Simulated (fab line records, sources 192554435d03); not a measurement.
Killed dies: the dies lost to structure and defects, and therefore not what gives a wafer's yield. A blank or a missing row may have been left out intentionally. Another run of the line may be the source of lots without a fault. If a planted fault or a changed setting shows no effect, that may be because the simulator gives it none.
Matching of chambers | flow n5Finfet | rieDiel-02 running N5_BEOL_M4_ETCH_69: 4 sister chambers
The step etches SiARC in CF4, target depth 15.6 nm, time 26 s. 18 wafers are shown with their chamber, then 9 later ones without.

WAFERS PAIRED WITH THEIR CHAMBERS
wafer  | chamber | drypumpMotorCurrentA (A) | throttleValvePct (%) | showerheadPlenumPTorr (Torr)
L075.2 | 0       | 6.0                      | 15.34                | 2.16
L075.4 | 0       | 6.0                      | 15.33                | 2.16
L075.6 | 1       | 5.5                      | 16.08                | 2.22
L076.3 | 3       | 5.5                      | 15.13                | 2.19
L076.4 | 2       | 6.2                      | 15.11                | 2.16
L076.6 | 2       | 6.2                      | 15.13                | 2.16
L082.3 | 2       | 6.2                      | 15.15                | 2.16
L082.4 | 0       | 6.0                      | 15.35                | 2.16
L082.6 | 3       | 5.5                      | 15.15                | 2.19
L083.1 | 2       | 6.2                      | 15.15                | 2.16
L083.4 | 0       | 6.0                      | 15.36                | 2.16
L083.5 | 1       | 5.5                      | 16.11                | 2.21
L085.3 | 3       | 5.5                      | 15.18                | 2.18
L085.5 | 0       | 6.0                      | 15.36                | 2.15
L085.6 | 1       | 5.5                      | 16.11                | 2.21
L092.2 | 0       | 5.9                      | 15.38                | 2.15
L092.3 | 1       | 5.5                      | 16.14                | 2.21
L092.6 | 3       | 5.5                      | 15.18                | 2.18

SIGNATURES, as means of the wafers listed above
reading               | chamber 0 | chamber 1 | chamber 2 | chamber 3 | scatter within a chamber
drypumpMotorCurrentA  | 5.983     | 5.500     | 6.200     | 5.500     | 0.0244
throttleValvePct      | 15.3533   | 16.1100   | 15.1350   | 15.1600   | 0.0211
showerheadPlenumPTorr | 2.1567    | 2.2125    | 2.1600    | 2.1850    | 0.00469
Rule: for a wafer and a chamber, the distance is found by dividing, reading by reading, the gap between the wafer's reading and the chamber's mean by the reading's scatter, squaring, summing and taking the root. If the next closest chamber is less than 2 further off than the closest, the wafer can't be placed; otherwise it belongs to the closest. How the scatter is found: for the shown wafers, subtract from each reading the mean of its chamber, square and add these, divide the total by (wafers less chambers), then take the root.

WAFERS WITHOUT THEIR CHAMBER
wafer  | drypumpMotorCurrentA (A) | throttleValvePct (%) | showerheadPlenumPTorr (Torr)
L093.2 | 6.0                      | 15.40                | 2.15
L093.5 | 6.2                      | 15.19                | 2.15
L093.6 | 5.5                      | 16.15                | 2.21
L094.2 | 6.2                      | 15.21                | 2.15
L094.3 | 5.5                      | 15.23                | 2.18
L094.4 | 5.5                      | 16.16                | 2.20
L096.3 | 6.2                      | 15.22                | 2.15
L096.4 | 5.5                      | 16.16                | 2.20
L096.5 | 6.0                      | 15.40                | 2.15

WHICH CHAMBER EACH WENT THROUGH
wafer  | from the rows above | in truth
L093.2 | 0                   | 0
L093.5 | 2                   | 2
L093.6 | 1                   | 1
L094.2 | 2                   | 2
L094.3 | 3                   | 3
L094.4 | 1                   | 1
L096.3 | 2                   | 2
L096.4 | 1                   | 1
L096.5 | 0                   | 0
Correct placement for 9 of the 9. Not placeable from these rows: 0. Placed wrongly: 0.
